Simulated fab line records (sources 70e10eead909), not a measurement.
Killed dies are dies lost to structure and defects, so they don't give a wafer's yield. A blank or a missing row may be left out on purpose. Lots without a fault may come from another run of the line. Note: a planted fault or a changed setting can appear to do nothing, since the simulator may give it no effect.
Which tool is to blame?	flow nand harc	24 lots with 72 wafers sampled at 6 steps, on a route of 1159 steps

== WHAT EACH GAUGE READ, for each wafer ==
NHARC_A_BLC_INSPECT_28. Usual: raw defect count reads 450 (standard deviation 130).
lot	measured	on	raw defect count	flag
L074	day 17 15:53	defect inspect-01	289 407 307	
L078	day 17 21:29	defect inspect-02	707 635 667	
L075	day 18 01:46	defect inspect-01	368 394 624	
L076	day 18 02:14	defect inspect-01	516 524 394	
L080	day 18 02:38	defect inspect-02	543 560 610	
L079	day 18 06:08	defect inspect-02	338 300 224	
L077	day 18 07:06	defect inspect-01	531 605 466	
L081	day 19 09:25	defect inspect-01	368 425 463	
L082	day 19 09:49	defect inspect-02	448 356 536	
L083	day 20 08:06	defect inspect-02	450 581 414	
L085	day 20 10:22	defect inspect-01	372 330 328	
L084	day 20 19:19	defect inspect-01	467 453 482	
L087	day 20 20:14	defect inspect-02	278 389 363	
L088	day 21 03:56	defect inspect-01	869 731 562	
L086	day 21 12:08	defect inspect-02	365 368 284	
L089	day 21 13:20	defect inspect-02	542 447 988	
L090	day 21 17:03	defect inspect-02	606 816 451	
L092	day 22 06:22	defect inspect-01	495 355 716	
L095	day 22 06:23	defect inspect-01	289 360 421	
L091	day 22 06:51	defect inspect-02	558 482 392	
L094	day 22 10:03	defect inspect-02	472 535 333	
L093	day 22 13:50	defect inspect-01	336 486 364	
L096	day 22 23:53	defect inspect-01	343 364 406	
L097	day 23 10:14	defect inspect-01	348 455 266	

NHARC_A_BONDPAD_THK_MEAS_30: measures by ellipsometry. Usual: thk nm reads 199.8 nm (standard deviation 1.7).
lot	measured	on	thk nm (nm)	flag
L074	day 18 00:58	film metro-02	200.1 198.6 197.5	
L078	day 18 06:34	film metro-01	198.5 197.4 197.4	
L075	day 18 11:22	film metro-01	200.2 200.5 199.6	
L076	day 18 11:49	film metro-01	197.9 202.0 199.3	
L080	day 18 12:45	film metro-02	200.8 205.1 202.0	
L079	day 18 15:26	film metro-01	200.0 199.5 198.7	
L077	day 18 16:57	film metro-01	199.8 200.4 197.2	
L081	day 19 19:05	film metro-02	197.4 199.5 199.6	
L082	day 19 19:29	film metro-01	200.2 202.6 200.6	
L083	day 20 17:32	film metro-02	199.1 200.2 199.0	
L085	day 20 19:37	film metro-01	200.0 199.8 199.6	
L084	day 21 04:21	film metro-01	200.9 198.9 203.7	
L087	day 21 05:49	film metro-02	199.0 202.6 198.7	
L088	day 21 12:58	film metro-01	200.4 198.5 200.6	
L086	day 21 21:13	film metro-01	200.5 198.3 198.2	
L089	day 21 22:33	film metro-02	198.3 198.4 198.5	
L090	day 22 02:19	film metro-01	197.8 199.0 198.9	
L092	day 22 16:04	film metro-01	200.1 201.7 200.1	
L095	day 22 16:26	film metro-01	197.6 198.9 198.4	
L091	day 22 17:14	film metro-01	199.7 202.3 199.1	
L094	day 22 19:38	film metro-02	204.4 200.2 199.7	
L093	day 22 23:37	film metro-02	200.3 197.3 197.8	
L096	day 23 09:16	film metro-01	201.6 199.3 200.2	
L097	day 23 19:20	film metro-01	200.0 198.4 200.1	

== WHICH TOOL RAN EACH LOT (tool, then ch and the chambers of the sampled wafers, then the start) ==
lot	NHARC_A_BLC_DESCUM_15	NHARC_A_BLC_ALD_23	NHARC_A_M1_ETCH_15	NHARC_A_M1_ETCH_28
L074	rie diel-02 ch 0,1,3, day 17 09:08	ald metal-01 ch 0,2, day 17 11:11	rie diel-12 ch 0,2, day 18 00:58 or earlier	rie diel-01 ch 0,1,3, day 18 00:58 or earlier
L078	rie diel-10 ch 0,3, day 17 18:32	ald metal-03 ch 1,2, day 17 20:22	rie diel-01 ch 0,1, day 18 06:34 or earlier	rie diel-12 ch 0,2, day 18 06:34 or earlier
L075	rie diel-08 ch 0,1, day 17 18:56	ald metal-04 ch 2,3, day 17 20:46	rie diel-12 ch 0,1,3, day 18 11:22 or earlier	rie diel-01 ch 0,2,3, day 18 11:22 or earlier
L076	rie diel-10 ch 1,3, day 17 20:37	ald metal-01 ch 0,2, day 17 22:25	rie diel-03 ch 0,1, day 18 11:49 or earlier	rie diel-12 ch 0,1,2, day 18 11:49 or earlier
L080	rie diel-08 ch 0,2,3, day 17 21:02	ald metal-03 ch 1,2,3, day 17 22:53	rie diel-03 ch 0,3, day 18 12:45 or earlier	rie diel-01 ch 0,3, day 18 12:45 or earlier
L079	rie diel-08 ch 0,2,3, day 18 03:11	ald metal-03 ch 1,2,3, day 18 05:00	rie diel-01 ch 0,2,3, day 18 15:26 or earlier	rie diel-03 ch 0,1,2, day 18 15:26 or earlier
L077	rie diel-10 ch 1,2, day 18 04:08	ald metal-01 ch 0,2,3, day 18 05:58	rie diel-12 ch 1,2,3, day 18 16:57 or earlier	rie diel-03 ch 0,1,3, day 18 16:57 or earlier
L081	rie diel-10 ch 1,2,3, day 19 06:22	ald metal-03 ch 1,2,3, day 19 08:13	rie diel-03 ch 0,2,3, day 19 19:05 or earlier	rie diel-03 ch 0,1,2, day 19 19:05 or earlier
L082	rie diel-08 ch 0,3, day 19 06:52	ald metal-04 ch 0,1,3, day 19 08:43	rie diel-12 ch 0,1,3, day 19 19:29 or earlier	rie diel-12 ch 0,1, day 19 19:29 or earlier
L083	rie diel-08 ch 1,2,3, day 19 16:52	ald metal-03 ch 0,3, day 19 18:40	rie diel-03 ch 0,1,2, day 20 17:32 or earlier	rie diel-12 ch 0,1, day 20 17:32 or earlier
L085	rie diel-08 ch 1,2, day 20 02:10	ald metal-03 ch 0,2, day 20 04:08	rie diel-01 ch 2,3, day 20 19:37 or earlier	rie diel-12 ch 0,1,3, day 20 19:37 or earlier
L084	rie diel-08 ch 0,2,3, day 20 04:06	ald metal-03 ch 0,1,3, day 20 06:01	rie diel-03 ch 0,1,2, day 21 04:21 or earlier	rie diel-12 ch 1,2, day 21 04:21 or earlier
L087	rie diel-08 ch 0,1,2, day 20 10:33	ald metal-04 ch 1,2, day 20 12:23	rie diel-03 ch 1,2,3, day 21 05:49 or earlier	rie diel-12 ch 0,2,3, day 21 05:49 or earlier
L088	rie diel-10 ch 1,2,3, day 20 21:46	ald metal-04 ch 0,1,3, day 20 23:38	rie diel-01 ch 0,1,3, day 21 12:58 or earlier	rie diel-03 ch 1,2,3, day 21 12:58 or earlier
L086	rie diel-10 ch 1,2,3, day 21 04:14	ald metal-01 ch 0,1,2, day 21 06:37	rie diel-12 ch 0,2,3, day 21 21:13 or earlier	rie diel-12 ch 0,2,3, day 21 21:13 or earlier
L089	rie diel-10 ch 0,2,3, day 21 05:28	ald metal-04 ch 1,2,3, day 21 07:17	rie diel-12 ch 0,1, day 21 22:33 or earlier	rie diel-12 ch 2,3, day 21 22:33 or earlier
L090	rie diel-08 ch 2,3, day 21 13:39	ald metal-03 ch 0,1, day 21 15:28	rie diel-03 ch 0,2,3, day 22 02:19 or earlier	rie diel-12 ch 0,1,2, day 22 02:19 or earlier
L092	rie diel-08 ch 1,2,3, day 21 23:20	ald metal-04 ch 0,1, day 22 01:21	rie diel-03 ch 0,1,3, day 22 16:04 or earlier	rie diel-03 ch 0,1,3, day 22 16:04 or earlier
L095	rie diel-02 ch 0,1, day 21 23:40	ald metal-01 ch 0,3, day 22 01:33	rie diel-12 ch 1,2, day 22 16:26 or earlier	rie diel-12 ch 0,1,3, day 22 16:26 or earlier
L091	rie diel-10 ch 0,1,2, day 22 00:12	ald metal-01 ch 0,1, day 22 02:07	rie diel-03 ch 0,2,3, day 22 17:14 or earlier	rie diel-01 ch 0,3, day 22 17:14 or earlier
L094	rie diel-08 ch 0,1,3, day 22 00:56	ald metal-01 ch 0,1,3, day 22 03:01	rie diel-03 ch 0,1,3, day 22 19:38 or earlier	rie diel-03 ch 0,1,3, day 22 19:38 or earlier
L093	rie diel-10 ch 0,1,2, day 22 10:41	ald metal-03 ch 1,2,3, day 22 12:38	rie diel-12 ch 0,1,3, day 22 23:37 or earlier	rie diel-03 ch 0,1,3, day 22 23:37 or earlier
L096	rie diel-08 ch 1,2,3, day 22 20:57	ald metal-03 ch 1,2,3, day 22 22:44	rie diel-12 ch 0,3, day 23 09:16 or earlier	rie diel-12 ch 0,2,3, day 23 09:16 or earlier
L097	rie diel-08 ch 0,3, day 23 03:29	ald metal-01 ch 0,2,3, day 23 05:20	rie diel-01 ch 2,3, day 23 19:20 or earlier	rie diel-03 ch 0,2,3, day 23 19:20 or earlier
- NHARC_A_BLC_DESCUM_15: chemistry O2, time 3 s.
- NHARC_A_BLC_ALD_23: deposits TiN, target thk 3 nm, pulse time 1 s, ald cycles 150.
- NHARC_A_M1_ETCH_15: etches the open film in C4F8/Ar, target depth 182.5 nm, time 91.2 s.
- NHARC_A_M1_ETCH_28: etches the open film in CF4/N2, target depth 30 nm, time 72.99 s.

== AS READ BY THE TOOLS THEMSELVES (means over the sampled wafers that have a number; for cases with no such wafer, the mark the record gives instead) ==
NHARC_A_BLC_DESCUM_15. Usual: drypump motor current A 5.6 A, standard deviation 0.46; oes product au 1.000 a.u., standard deviation 0.0096; rf vpp V 57.8 V, standard deviation 0.87; showerhead plenum p Torr 1.90 Torr, standard deviation 0.1; throttle valve pct 11.312 %, standard deviation 0.0091.
lot	tool	drypump motor current A (A)	oes product au (a.u.)	rf vpp V (V)	showerhead plenum p Torr (Torr)	throttle valve pct (%)	flag
L074	rie diel-02	5.6	1.006	57.9	1.96	11.326	
L078	rie diel-10	5.6	0.999	57.3	1.96	11.314	
L075	rie diel-08	5.7	0.991	58.8	2.02	11.312	
L076	rie diel-10	5.6	1.005	58.6	2.00	11.311	
L080	rie diel-08	5.8	0.992	58.2	1.85	11.309	
L079	rie diel-08	5.8	0.986	57.1	1.85	11.308	
L077	rie diel-10	5.5	1.006	57.4	1.89	11.314	
L081	rie diel-10	5.5	1.000	58.5	1.94	11.310	
L082	rie diel-08	5.9	0.992	57.4	1.86	11.310	
L083	rie diel-08	5.5	0.989	58.6	1.87	11.315	
L085	rie diel-08	5.4	0.999	57.4	1.86	11.318	
L084	rie diel-08	5.8	0.997	57.5	1.85	11.315	
L087	rie diel-08	5.7	1.006	57.6	1.93	11.309	
L088	rie diel-10	5.5	0.998	58.1	1.94	11.316	
L086	rie diel-10	5.6	1.003	57.8	1.94	11.307	
L089	rie diel-10	5.5	0.996	57.5	1.91	11.301	
L090	rie diel-08	5.5	1.003	57.5	1.78	11.318	
L092	rie diel-08	5.5	0.994	57.4	1.86	11.313	
L095	rie diel-02	5.7	0.990	57.3	1.93	11.315	
L091	rie diel-10	5.2	1.004	57.3	1.87	11.315	
L094	rie diel-08	5.8	1.006	57.5	1.94	11.314	
L093	rie diel-10	5.2	1.008	57.3	1.87	11.314	
L096	rie diel-08	5.5	1.000	57.9	1.86	11.313	
L097	rie diel-08	5.9	1.005	57.8	1.86	11.311	

NHARC_A_BLC_ALD_23. Usual: heater power w 1032 W, standard deviation 89; precursor pulse height rel 1.002, standard deviation 0.019.
lot	tool	heater power w (W)	precursor pulse height rel	flag
L074	ald metal-01	1005	0.983	
L078	ald metal-03	949	1.022	
L075	ald metal-04	1131	1.009	
L076	ald metal-01	1010	0.994	
L080	ald metal-03	1012	0.989	
L079	ald metal-03	990	0.997	
L077	ald metal-01	1031	1.011	
L081	ald metal-03	1021	0.985	
L082	ald metal-04	1121	1.000	
L083	ald metal-03	1013	0.995	
L085	ald metal-03	1045	0.993	
L084	ald metal-03	963	0.991	
L087	ald metal-04	1054	1.005	
L088	ald metal-04	1106	1.013	
L086	ald metal-01	1067	0.976	
L089	ald metal-04	1078	0.997	
L090	ald metal-03	934	0.997	
L092	ald metal-04	1073	1.012	
L095	ald metal-01	1004	1.015	
L091	ald metal-01	1095	1.003	
L094	ald metal-01	1043	0.991	
L093	ald metal-03	979	1.003	
L096	ald metal-03	973	1.005	
L097	ald metal-01	1002	1.008	

NHARC_A_M1_ETCH_15. Usual: oes product au 0.953 a.u., standard deviation 0.022; rf vpp V 441.5 V, standard deviation 2.2.
lot	tool	oes product au (a.u.)	rf vpp V (V)	flag
L074	rie diel-12	0.981	441.2	
L078	rie diel-01	0.961	443.3	
L075	rie diel-12	0.943	441.0	
L076	rie diel-03	0.973	440.1	
L080	rie diel-03	0.958	441.4	
L079	rie diel-01	0.918	441.3	
L077	rie diel-12	0.982	440.0	
L081	rie diel-03	0.963	443.1	
L082	rie diel-12	0.967	440.5	
L083	rie diel-03	0.930	442.6	
L085	rie diel-01	0.923	439.5	
L084	rie diel-03	0.950	442.4	
L087	rie diel-03	0.962	442.6	
L088	rie diel-01	0.922	440.9	
L086	rie diel-12	0.934	440.9	
L089	rie diel-12	0.976	441.6	
L090	rie diel-03	0.924	442.8	
L092	rie diel-03	0.968	441.0	
L095	rie diel-12	0.928	440.0	
L091	rie diel-03	0.966	442.7	
L094	rie diel-03	0.967	441.0	
L093	rie diel-12	0.947	441.5	
L096	rie diel-12	0.930	443.2	
L097	rie diel-01	0.975	441.3	

NHARC_A_M1_ETCH_28. Usual: drypump motor current A 5.7 A, standard deviation 0.47; oes product au 1.004 a.u., standard deviation 0.0093; rf vpp V 314.6 V, standard deviation 1.7; showerhead plenum p Torr 2.65 Torr, standard deviation 0.087; throttle valve pct 19.793 %, standard deviation 0.0089.
lot	tool	drypump motor current A (A)	oes product au (a.u.)	rf vpp V (V)	showerhead plenum p Torr (Torr)	throttle valve pct (%)	flag
L074	rie diel-01	6.0	0.997	314.7	2.64	19.794	
L078	rie diel-12	5.8	1.012	315.5	2.64	19.799	
L075	rie diel-01	6.0	0.996	315.3	2.67	19.791	
L076	rie diel-12	5.7	1.010	313.9	2.63	19.800	
L080	rie diel-01	6.0	0.997	314.7	2.68	19.789	
L079	rie diel-03	5.9	1.002	314.9	2.68	19.796	
L077	rie diel-03	5.5	0.998	314.2	2.64	19.796	
L081	rie diel-03	5.9	1.007	314.5	2.68	19.792	
L082	rie diel-12	5.6	1.003	314.2	2.63	19.800	
L083	rie diel-12	5.3	1.016	314.6	2.69	19.788	
L085	rie diel-12	5.5	1.005	313.9	2.65	19.797	
L084	rie diel-12	6.1	1.006	312.5	2.58	19.792	
L087	rie diel-12	5.6	1.012	314.7	2.65	19.790	
L088	rie diel-03	5.8	1.002	315.2	2.68	19.795	
L086	rie diel-12	5.5	1.006	314.9	2.65	19.795	
L089	rie diel-12	6.0	1.009	314.0	2.60	19.793	
L090	rie diel-12	5.7	1.011	314.0	2.63	19.804	
L092	rie diel-03	5.5	0.994	314.3	2.64	19.794	
L095	rie diel-12	5.5	1.018	315.2	2.65	19.781	
L091	rie diel-01	6.0	1.002	315.3	2.67	19.796	
L094	rie diel-03	5.5	0.999	314.1	2.64	19.797	
L093	rie diel-03	5.5	0.995	314.5	2.64	19.788	
L096	rie diel-12	5.5	1.007	313.9	2.65	19.793	
L097	rie diel-03	5.6	1.000	316.1	2.70	19.806	

== THE ANSWER, worked out from the rows above alone ==
Rule: lot off if the mean of its wafers having a number is beyond 3 standard deviations from the usual mean. Also off: a lot with no number at a reading for which 4 or more lots have one. Where the step has rows for the other lots, those lots are counted as sound. The gauges are gone through in route order, then the tools' own readings, and for those a lot's mean is taken as printed above. The first step at which some lot is off is used, and at that step the reading that is off furthest; a lot without a number counts as furthest.
No lot is off on any of the readings shown, so nothing can be concluded from this.

== WHAT THE SIMULATOR HAD PUT IN ==
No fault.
